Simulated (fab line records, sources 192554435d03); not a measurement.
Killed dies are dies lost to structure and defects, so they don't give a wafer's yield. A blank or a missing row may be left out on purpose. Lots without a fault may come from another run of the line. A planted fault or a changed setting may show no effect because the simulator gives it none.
Split-lot experiment | flow n5_finfet | 7 lots, 21 wafers read, on a route of 1938 steps

THE SPLIT
At N5_BEOL_M8_ETCH_62 (etches SOC in N2/H2, target depth 110 nm, overetch 22 nm, time 165 s), the setting source_w was moved away from the recipe's 840 W on 7 of the 21 wafers read, by -15.8% to +14.3%. The other wafers ran this setting at the recipe's value.

The reading is taken at the split's own step.

THE READING
rf_vpp_V, in V, at N5_BEOL_M8_ETCH_62 (etches SOC in N2/H2, target depth 110 nm, overetch 22 nm, time 165 s). Fault-free wafers of this fab line usually give 523.8 V, standard deviation 2 V.

wafer  | tool, chamber at the split | source_w as run, W | against the recipe | rf_vpp_V, V | against lot-mates on the recipe
L079.2 | rie_diel-04, 3             | 707.2              | -15.8%             | 557.6       | +32.9
L079.5 | rie_diel-04, 1             | 707.2              | -15.8%             | 560.4       | +35.7
L079.6 | rie_diel-04, 2             | 840                | recipe             | 524.7       | -
L080.1 | rie_diel-01, 1             | 840                | recipe             | 525.4       | -
L080.2 | rie_diel-01, 0             | 840                | recipe             | 525.6       | -
L080.3 | rie_diel-01, 2             | 840                | recipe             | 524.5       | -
L082.4 | rie_diel-02, 0             | 960.2              | +14.3%             | 500.6       | -20.6
L082.5 | rie_diel-02, 2             | 840                | recipe             | 521.6       | -
L082.6 | rie_diel-02, 1             | 840                | recipe             | 520.7       | -
L088.1 | rie_diel-02, 0             | 840                | recipe             | 521.3       | -
L088.2 | rie_diel-02, 2             | 840                | recipe             | 521.6       | -
L088.5 | rie_diel-02, 3             | 840                | recipe             | 523.1       | -
L090.1 | rie_diel-01, 0             | 840                | recipe             | 524.9       | -
L090.3 | rie_diel-01, 2             | 840                | recipe             | 522.2       | -
L090.4 | rie_diel-01, 1             | 840                | recipe             | 525.8       | -
L094.2 | rie_diel-02, 2             | 840                | recipe             | 522.9       | -
L094.3 | rie_diel-02, 0             | 934.4              | +11.2%             | 503.3       | -19.6
L094.4 | rie_diel-02, 1             | 934.4              | +11.2%             | 502.2       | -20.7
L097.1 | rie_diel-04, 0             | 750.8              | -10.6%             | 541.0       | +15.9
L097.2 | rie_diel-04, 2             | 840                | recipe             | 525.1       | -
L097.4 | rie_diel-04, 3             | 750.8              | -10.6%             | 545.7       | +20.6

THE FIT
A straight line over all 21 wafers: rf_vpp_V changes by -1.97 V for each +1% of source_w; r = -0.99; the points scatter about the line by 2.5 V.
The same after taking each lot's own level away (the mean of its wafers on the recipe; 21 wafers): -1.87 V for each +1%; r = -0.99; scatter 2.4 V.
On that fit, the largest move of source_w shifts the reading by 30 V.
The lots' own levels span 521.15 to 525.17 V, that is 2.0 times the standard deviation above.
So the lot-to-lot level changes the slope little: the two slopes agree.
Check: with one of the wafers moved furthest among these (-15.8%) left out of the fit, the line predicts +29.3 V for it against its lot-mates. It came out at +32.9 V against them.
Tool readings at the split's step, against how far the setting was moved: rf_vpp_V r = -0.99.

OTHER SPLITS ON THESE WAFERS
These wafers also went through other splits before the reading. Each is held against what the fit with the lots' levels taken away leaves over:
other split on the same wafers | wafers away from the commonest value | r with rf_vpp_V (lot level and that fit taken away)
N5_BEOL_M4_COAT_22 spin_rpm    | 5                                    | +0.44
N5_BEOL_M5_ETCH_41 source_w    | 7                                    | -0.28
N5_BEOL_M6_ALD_77 ald_cycles   | 6                                    | +0.09
N5_BEOL_M7_DESCUM_33 time_s    | 5                                    | +0.15
N5_BEOL_M7_ETCH_41 bias_w      | 5                                    | +0.13

THE FILE'S OWN FIT
rf_vpp_V changes by -1.81 V for each +1% of source_w, r = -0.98.
